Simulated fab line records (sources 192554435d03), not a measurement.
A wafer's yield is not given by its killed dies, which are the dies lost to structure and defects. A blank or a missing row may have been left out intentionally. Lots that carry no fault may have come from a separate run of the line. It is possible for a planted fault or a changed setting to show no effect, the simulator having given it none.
The tool behind it: which one?	flow n5_finfet	Sampling: 13 lots, 35 wafers, 2 of 1938 route steps

== WHAT THE GAUGES SHOWED, per wafer ==
N5_PASSIVATION_OVL_MEAS_63. Usual: for PAD_OVL the level is 3 nm and the standard deviation is 5.2.
lot	measured	on	PAD_OVL (nm)	flag
L291	day 13 11:13	overlay-01	3 2 4	
L292	day 13 20:15	overlay-02	6 6 9	
L294	day 14 02:10	overlay-01	10 12	
L295	day 14 15:35	overlay-02	-5 0 -13	
L297	day 14 16:05	overlay-01	2 7 0	
L296	day 15 00:40	overlay-02	1 7	
L299	day 15 07:02	overlay-01	6 1	
L300	day 15 16:22	overlay-01	4 6	
L301	day 16 03:22	overlay-02	-6 -3 11	
L302	day 16 16:09	overlay-01	5 5 11	
L311	day 18 22:41	overlay-01	10 5 7	
L310	day 19 01:57	overlay-02	3 -1 -3	
L313	day 19 23:19	overlay-01	2 -1 5	

== WHAT TOOL EACH LOT RAN ON (gives the tool, then ch and the chambers of the sampled wafers, and finally the start) ==
lot	N5_BEOL_M15_TRENCH_ETCH_34
L291	rie_diel-01 ch 1,2, day 12 21:43
L292	rie_diel-06 ch 0,2, day 13 01:53
L294	rie_diel-01 ch 2,3, day 13 15:01
L295	rie_diel-02 ch 0,2,3, day 14 04:23
L297	rie_diel-01 ch 0,2,3, day 14 04:40
L296	rie_diel-01 ch 2,3, day 14 12:14
L299	rie_diel-06 ch 0,2, day 14 15:20
L300	rie_diel-01 ch 0,1, day 14 20:28
L301	rie_diel-01 ch 1,2,3, day 15 14:05
L302	rie_diel-02 ch 0,2,3, day 16 01:08
L311	rie_diel-01 ch 1,2,3, day 18 06:56
L310	rie_diel-06 ch 0,3, day 18 07:17
L313	rie_diel-01 ch 0,2,3, day 19 10:09
- N5_BEOL_M15_TRENCH_ETCH_34: etches SiO2 in C4F8/O2/Ar, target depth 872.93 nm, time 199 s.

== AS READ BY THE TOOLS THEMSELVES (means over the sampled wafers that have a number; for cases with no such wafer, the mark the record gives instead) ==
N5_BEOL_M15_TRENCH_ETCH_34. Usual: C4F8_flow_sccm 16.00 sccm, standard deviation 0.05; drypump_motor_current_A 6.1 A, standard deviation 0.46; he_inner_torr 15.00 Torr, standard deviation 0.031; oes_product_au 0.79 a.u., standard deviation 0.1; rf_vpp_V 2226 V, standard deviation 21; showerhead_plenum_p_Torr 3.40 Torr, standard deviation 0.15; throttle_valve_pct 30.92 %, standard deviation 0.28.
lot	tool	C4F8_flow_sccm (sccm)	drypump_motor_current_A (A)	he_inner_torr (Torr)	oes_product_au (a.u.)	rf_vpp_V (V)	showerhead_plenum_p_Torr (Torr)	throttle_valve_pct (%)	flag
L291	rie_diel-01	15.97	5.5	15.01	0.72	2244	3.43	31.06	
L292	rie_diel-06	16.04	5.9	15.04	0.84	2233	3.42	30.65	
L294	rie_diel-01	15.95	5.8	15.00	0.87	2216	3.42	30.74	
L295	rie_diel-02	16.00	6.5	14.98	0.76	2207	3.37	31.03	
L297	rie_diel-01	16.01	5.9	14.99	0.80	2223	3.40	30.93	
L296	rie_diel-01	15.98	5.8	14.98	0.85	2216	3.41	30.74	
L299	rie_diel-06	16.05	5.8	15.00	0.79	2236	3.44	30.73	
L300	rie_diel-01	16.00	5.8	15.03	0.83	2241	3.38	31.17	
L301	rie_diel-01	15.98	5.8	14.98	0.88	2224	3.40	30.87	
L302	rie_diel-02	16.01	6.5	15.02	0.76	2207	3.36	31.05	
L311	rie_diel-01	15.98	5.7	14.98	0.84	2223	3.39	30.90	
L310	rie_diel-06	15.99	6.2	14.99	0.87	2227	3.43	30.57	
L313	rie_diel-01	16.02	5.9	15.01	0.83	2222	3.38	30.83	

== THE ANSWER, worked out from the rows above alone ==
Rule: a lot counts as off when the mean over its wafers that have a number is more than 3 standard deviations away from the usual mean. Also off: a lot with no number at a reading for which 4 or more lots have one. The other lots that the step has rows for count as sound. Order of review: gauges by route order, followed by the tools' own readings, for which a lot's mean as printed above is used. The first step at which some lot is off is used, and at that step the reading that is off furthest; a lot without a number counts as furthest.
No lot is off on any of the readings shown, so nothing can be concluded from this.

== WHAT WAS PUT IN BY THE SIMULATOR ==
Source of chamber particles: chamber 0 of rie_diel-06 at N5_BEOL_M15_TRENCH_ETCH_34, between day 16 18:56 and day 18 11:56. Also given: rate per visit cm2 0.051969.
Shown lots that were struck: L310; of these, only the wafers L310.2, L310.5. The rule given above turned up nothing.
